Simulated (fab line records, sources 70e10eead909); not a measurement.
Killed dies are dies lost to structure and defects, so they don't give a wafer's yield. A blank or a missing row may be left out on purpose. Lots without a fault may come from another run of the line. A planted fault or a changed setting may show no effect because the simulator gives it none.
Chamber matching | flow nand_harc | NHARC_A_CHANNEL_HOLE_D1_DEP_01 on pecvd-04: 3 sister chambers
The step deposits SiON, target thk 140 nm. 6 wafers are shown with their chamber, then 12 later ones without.

WAFERS WITH THEIR CHAMBER
wafer  | chamber | heater_power_w (W) | rf_fwd_power_W (W)
L086.6 | 0       | 656                | 348.0
L089.4 | 0       | 644                | 347.3
L089.6 | 2       | 963                | 349.1
L090.1 | 2       | 927                | 349.2
L090.3 | 1       | 575                | 349.5
L090.5 | 1       | 584                | 349.0

WAFERS WITHOUT THEIR CHAMBER
wafer  | heater_power_w (W) | rf_fwd_power_W (W)
L095.1 | 938                | 349.6
L095.2 | 494                | 348.2
L095.4 | 953                | 349.6
L094.2 | 622                | 350.0
L094.5 | 617                | 349.4
L094.6 | 925                | 347.9
L096.2 | 563                | 349.4
L096.4 | 827                | 348.4
L096.6 | 605                | 348.0
L097.3 | 666                | 348.9
L097.4 | 945                | 347.3
L097.5 | 964                | 348.1

WHICH CHAMBER EACH WENT THROUGH
wafer  | from the rows above     | in truth
L095.1 | 2                       | 2
L095.2 | 1                       | 1
L095.4 | 2                       | 2
L094.2 | 1                       | 1
L094.5 | 1                       | 1
L094.6 | 2                       | 2
L096.2 | 1                       | 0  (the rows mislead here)
L096.4 | 2                       | 2
L096.6 | can't be placed: 0 or 1 | 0
L097.3 | can't be placed: 0 or 1 | 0
L097.4 | 2                       | 2
L097.5 | 2                       | 2
Placed correctly: 9 of 12. Can't be placed from these rows: 2 (the true chamber is among the candidates in 2). Placed wrongly: 1.
How it was worked out, from the rows above alone: a wafer's distance from a chamber is the root of the sum, over the readings, of the square of ((its reading less the chamber's mean) divided by the reading's scatter). The wafer belongs to the nearest chamber; if the next one is less than 2 further off, it can't be placed. A chamber's mean is the mean of its shown wafers. The scatter: the root of (the sum of the squares of (reading less its chamber's mean) over the shown wafers, divided by (wafers less chambers)).
